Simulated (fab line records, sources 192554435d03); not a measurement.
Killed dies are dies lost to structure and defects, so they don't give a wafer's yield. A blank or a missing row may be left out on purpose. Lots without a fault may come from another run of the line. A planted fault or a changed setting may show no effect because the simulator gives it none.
Which tool did it? | flow n5_finfet | 10 lots, 30 wafers sampled, at 2 steps of a route of 1938

WHAT THE GAUGES READ, wafer by wafer
N5_FIN_SAQP_INSPECT_40: inspects for defects (brightfield).
lot  | measured    | on                | raw_defect_count
L122 | day 2 03:40 | defect_inspect-02 | 279 319 298
L125 | day 2 19:32 | defect_inspect-01 | 213 264 163
L127 | day 3 08:04 | defect_inspect-01 | 459 292 245
L130 | day 4 04:17 | defect_inspect-01 | 237 214 229
L131 | day 4 08:45 | defect_inspect-01 | 150 222 185
L132 | day 4 15:10 | defect_inspect-01 | 197 291 228
L135 | day 5 09:35 | defect_inspect-01 | 214 322 422
L136 | day 5 13:34 | defect_inspect-02 | 265 284 224
L141 | day 6 23:25 | defect_inspect-01 | 155 128 187
L144 | day 7 14:49 | defect_inspect-01 | 207 314 183

WHICH TOOL RAN EACH LOT (tool, then ch and the chambers of the sampled wafers, then the start)
lot  | N5_FIN_SAQP_FIN_ETCH_36
L122 | rie_si-01 ch 0,1,2, day 2 03:25
L125 | rie_si-06 ch 1,3, day 2 19:16
L127 | rie_si-01 ch 0,1,2, day 3 07:49
L130 | rie_si-06 ch 1,3, day 4 04:02
L131 | rie_si-06 ch 1,2,3, day 4 08:30
L132 | rie_si-06 ch 0,1,3, day 4 14:55
L135 | rie_si-01 ch 1,2,3, day 5 09:20
L136 | rie_si-01 ch 1,3, day 5 13:19
L141 | rie_si-01 ch 0,1,3, day 6 23:10
L144 | rie_si-04 ch 0,3, day 7 14:34
- N5_FIN_SAQP_FIN_ETCH_36: etches the open film in HBr/Cl2/O2, target depth 120 nm, time 50.4 s.

THE ANSWER, worked out from the rows above alone
Rule: what is usual is taken from the lots themselves. Put in order of their means at a reading, lots are off if they are a third of the lots or fewer, leave a main group of 4 or more, and stand apart from it by a gap of 3 or more times the standard deviation of the main group's means; of several such gaps the widest counts. A main group whose means are all the same, to the digits that the tables above print for the reading, isn't used. A lot without any number at a reading at which 4 lots or more have one is off too. The other lots that the step has rows for count as sound.
No lot is off at any reading shown: from this, nothing can be told.

WHAT THE SIMULATOR HAD PUT IN
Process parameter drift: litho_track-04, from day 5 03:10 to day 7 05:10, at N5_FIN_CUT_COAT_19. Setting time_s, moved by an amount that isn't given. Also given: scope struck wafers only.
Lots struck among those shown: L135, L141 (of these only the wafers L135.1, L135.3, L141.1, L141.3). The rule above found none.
